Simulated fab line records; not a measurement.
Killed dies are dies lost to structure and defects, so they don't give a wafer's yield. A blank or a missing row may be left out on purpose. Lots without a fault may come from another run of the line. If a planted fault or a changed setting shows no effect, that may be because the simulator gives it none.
Split-lot study || flow n5Finfet || 21 wafers read from 7 lots, route of 1938 steps

## THE SPLIT
At N5_MOL_CONTACT_COAG_COAT_02 (resist thk 30 nm), the setting spinRpm was moved away from the recipe's 1500 rpm on 9 of the 21 wafers read, by -10.0% to +9.7%. This setting was run at the recipe's value on the other wafers.

## FROM THE SPLIT TO THE READING: what the file shows between them, 2 steps
- N5_MOL_CONTACT_COAG_EBR_04
- N5_MOL_CONTACT_COAG_SOFTBAKE_03: time 60 s

## THE READING
CAR-EUV_of_MOL_CONTACT_COAG_COAT_02.thkNm (the simulator's own value, which no gauge read), in nm, at N5_MOL_CONTACT_COAG_DESCUM_13 (chemistry O2, time 7 s). The file gives no usual value for it. Here, 12 wafers ran the recipe; their average is 26.1 nm with a standard deviation of 0.094 nm.

{"wafer": "L081.1", "tool, chamber at the split": "lithoTrack-05, 0", "spinRpm as run, rpm": 1500, "against the recipe": "recipe", "CAR-EUV_of_MOL_CONTACT_COAG_COAT_02.thkNm, nm": 26, "against lot-mates on the recipe": "-"}
{"wafer": "L081.2", "tool, chamber at the split": "lithoTrack-05, 0", "spinRpm as run, rpm": 1615, "against the recipe": "+7.7%", "CAR-EUV_of_MOL_CONTACT_COAG_COAT_02.thkNm, nm": 25, "against lot-mates on the recipe": -1.0}
{"wafer": "L081.3", "tool, chamber at the split": "lithoTrack-05, 0", "spinRpm as run, rpm": 1615, "against the recipe": "+7.7%", "CAR-EUV_of_MOL_CONTACT_COAG_COAT_02.thkNm, nm": 25.2, "against lot-mates on the recipe": -0.8}
{"wafer": "L082.2", "tool, chamber at the split": "lithoTrack-03, 0", "spinRpm as run, rpm": 1500, "against the recipe": "recipe", "CAR-EUV_of_MOL_CONTACT_COAG_COAT_02.thkNm, nm": 26, "against lot-mates on the recipe": "-"}
{"wafer": "L082.6", "tool, chamber at the split": "lithoTrack-03, 0", "spinRpm as run, rpm": 1500, "against the recipe": "recipe", "CAR-EUV_of_MOL_CONTACT_COAG_COAT_02.thkNm, nm": 26, "against lot-mates on the recipe": "-"}
{"wafer": "L082.4", "tool, chamber at the split": "lithoTrack-03, 0", "spinRpm as run, rpm": 1500, "against the recipe": "recipe", "CAR-EUV_of_MOL_CONTACT_COAG_COAT_02.thkNm, nm": 26.2, "against lot-mates on the recipe": "-"}
{"wafer": "L083.3", "tool, chamber at the split": "lithoTrack-03, 0", "spinRpm as run, rpm": 1500, "against the recipe": "recipe", "CAR-EUV_of_MOL_CONTACT_COAG_COAT_02.thkNm, nm": 26, "against lot-mates on the recipe": "-"}
{"wafer": "L083.4", "tool, chamber at the split": "lithoTrack-03, 0", "spinRpm as run, rpm": 1500, "against the recipe": "recipe", "CAR-EUV_of_MOL_CONTACT_COAG_COAT_02.thkNm, nm": 26, "against lot-mates on the recipe": "-"}
{"wafer": "L083.6", "tool, chamber at the split": "lithoTrack-03, 0", "spinRpm as run, rpm": 1500, "against the recipe": "recipe", "CAR-EUV_of_MOL_CONTACT_COAG_COAT_02.thkNm, nm": 26, "against lot-mates on the recipe": "-"}
{"wafer": "L086.1", "tool, chamber at the split": "lithoTrack-04, 0", "spinRpm as run, rpm": 1500, "against the recipe": "recipe", "CAR-EUV_of_MOL_CONTACT_COAG_COAT_02.thkNm, nm": 26.2, "against lot-mates on the recipe": "-"}
{"wafer": "L086.3", "tool, chamber at the split": "lithoTrack-04, 0", "spinRpm as run, rpm": 1500, "against the recipe": "recipe", "CAR-EUV_of_MOL_CONTACT_COAG_COAT_02.thkNm, nm": 26.2, "against lot-mates on the recipe": "-"}
{"wafer": "L086.2", "tool, chamber at the split": "lithoTrack-04, 0", "spinRpm as run, rpm": 1646, "against the recipe": "+9.7%", "CAR-EUV_of_MOL_CONTACT_COAG_COAT_02.thkNm, nm": 24.6, "against lot-mates on the recipe": -1.6}
{"wafer": "L087.1", "tool, chamber at the split": "lithoTrack-05, 0", "spinRpm as run, rpm": 1587, "against the recipe": "+5.8%", "CAR-EUV_of_MOL_CONTACT_COAG_COAT_02.thkNm, nm": 25.4, "against lot-mates on the recipe": -0.8}
{"wafer": "L087.2", "tool, chamber at the split": "lithoTrack-05, 0", "spinRpm as run, rpm": 1587, "against the recipe": "+5.8%", "CAR-EUV_of_MOL_CONTACT_COAG_COAT_02.thkNm, nm": 25.2, "against lot-mates on the recipe": -1.0}
{"wafer": "L087.3", "tool, chamber at the split": "lithoTrack-05, 0", "spinRpm as run, rpm": 1500, "against the recipe": "recipe", "CAR-EUV_of_MOL_CONTACT_COAG_COAT_02.thkNm, nm": 26.2, "against lot-mates on the recipe": "-"}
{"wafer": "L088.1", "tool, chamber at the split": "lithoTrack-04, 0", "spinRpm as run, rpm": 1500, "against the recipe": "recipe", "CAR-EUV_of_MOL_CONTACT_COAG_COAT_02.thkNm, nm": 26, "against lot-mates on the recipe": "-"}
{"wafer": "L088.4", "tool, chamber at the split": "lithoTrack-04, 0", "spinRpm as run, rpm": 1350, "against the recipe": "-10.0%", "CAR-EUV_of_MOL_CONTACT_COAG_COAT_02.thkNm, nm": 27.6, "against lot-mates on the recipe": "+1.6"}
{"wafer": "L088.6", "tool, chamber at the split": "lithoTrack-04, 0", "spinRpm as run, rpm": 1350, "against the recipe": "-10.0%", "CAR-EUV_of_MOL_CONTACT_COAG_COAT_02.thkNm, nm": 27.8, "against lot-mates on the recipe": "+1.8"}
{"wafer": "L090.2", "tool, chamber at the split": "lithoTrack-03, 0", "spinRpm as run, rpm": 1500, "against the recipe": "recipe", "CAR-EUV_of_MOL_CONTACT_COAG_COAT_02.thkNm, nm": 26, "against lot-mates on the recipe": "-"}
{"wafer": "L090.4", "tool, chamber at the split": "lithoTrack-03, 0", "spinRpm as run, rpm": 1443, "against the recipe": "-3.8%", "CAR-EUV_of_MOL_CONTACT_COAG_COAT_02.thkNm, nm": 26.6, "against lot-mates on the recipe": "+0.6"}
{"wafer": "L090.6", "tool, chamber at the split": "lithoTrack-03, 0", "spinRpm as run, rpm": 1443, "against the recipe": "-3.8%", "CAR-EUV_of_MOL_CONTACT_COAG_COAT_02.thkNm, nm": 26.6, "against lot-mates on the recipe": "+0.6"}

FIT RESULTS
A straight line over all 21 wafers: CAR-EUV_of_MOL_CONTACT_COAG_COAT_02.thkNm changes by -0.148 nm for each +1% of spinRpm; r = -0.99; the points scatter about the line by 0.12 nm.
The same after taking each lot's own level away (the mean of its wafers on the recipe; 21 wafers): -0.155 nm for each +1%; r = -0.99; scatter 0.12 nm.
According to that fit, moving spinRpm by its largest amount changes the reading by 1.5 nm.
Measured against the standard deviation above, the lots' own levels, which go from 26.00 to 26.20 nm, span 2.1 times it.
So the lot-to-lot level changes the slope little: the two slopes agree.
Check: +1.58 nm against its lot-mates is what the line predicts for one of the wafers moved furthest among these (-10.0%) when that wafer is left out of the fit. It came out at +1.6 nm against them.

## OTHER SPLITS APPLIED TO THESE WAFERS
Before the reading, these wafers also passed through other splits. Each is held against what the fit with the lots' levels taken away leaves over:
{"other split on the same wafers": "N5_SD_EPI_N_DESCUM_14 timeS", "wafers away from the commonest value": 6, "r with CAR-EUV_of_MOL_CONTACT_COAG_COAT_02.thkNm (lot level and that fit taken away)": "+0.28"}
{"other split on the same wafers": "N5_SDB_COAT_03 spinRpm", "wafers away from the commonest value": 5, "r with CAR-EUV_of_MOL_CONTACT_COAG_COAT_02.thkNm (lot level and that fit taken away)": -0.12}
{"other split on the same wafers": "N5_SDB_ETCH_18 sourceW", "wafers away from the commonest value": 8, "r with CAR-EUV_of_MOL_CONTACT_COAG_COAT_02.thkNm (lot level and that fit taken away)": "+0.01"}
{"other split on the same wafers": "N5_MOL_CONTACT_COAG_COAT_58 spinRpm", "wafers away from the commonest value": 9, "r with CAR-EUV_of_MOL_CONTACT_COAG_COAT_02.thkNm (lot level and that fit taken away)": -0.25}

## THE WHOLE CHAIN: every reading that the file lists as answering this split, in the file's order
{"step": "N5_MOL_CONTACT_COAG_COAT_02", "what it does": "resist thk 30 nm", "reading": "CAR-EUV_of_MOL_CONTACT_COAG_COAT_02.thkNm (the simulator's own value, which no gauge read)", "change (the file's fit)": "-0.15 nm for each +1% of the setting", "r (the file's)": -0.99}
{"step": "N5_MOL_CONTACT_COAG_DESCUM_13", "what it does": "chemistry O2, time 7 s", "reading": "CAR-EUV_of_MOL_CONTACT_COAG_COAT_02.thkNm (the simulator's own value, which no gauge read)", "change (the file's fit)": "-0.156 nm for each +1% of the setting", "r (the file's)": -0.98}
{"step": "N5_MOL_CONTACT_COAG_ETCH_59", "what it does": "etches underlayer in N2/H2, target depth 13 nm, time 10.4 s", "reading": "CAR-EUV_of_MOL_CONTACT_COAG_COAT_02.thkNm (the simulator's own value, which no gauge read)", "change (the file's fit)": "-0.143 nm for each +1% of the setting, in a fit together with spinRpm@MOL_CONTACT_COAG_COAT_58", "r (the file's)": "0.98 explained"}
{"step": "N5_MOL_CONTACT_COAG_ETCH_105", "what it does": "etches SiARC in CF4, target depth 15.6 nm, time 26 s", "reading": "CAR-EUV_of_MOL_CONTACT_COAG_COAT_02.thkNm (the simulator's own value, which no gauge read)", "change (the file's fit)": "-0.148 nm for each +1% of the setting, in a fit together with spinRpm@MOL_CONTACT_COAG_COAT_58", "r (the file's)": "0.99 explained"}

## FILE'S OWN FIT
CAR-EUV_of_MOL_CONTACT_COAG_COAT_02.thkNm changes by -0.156 nm for each +1% of spinRpm, r = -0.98.
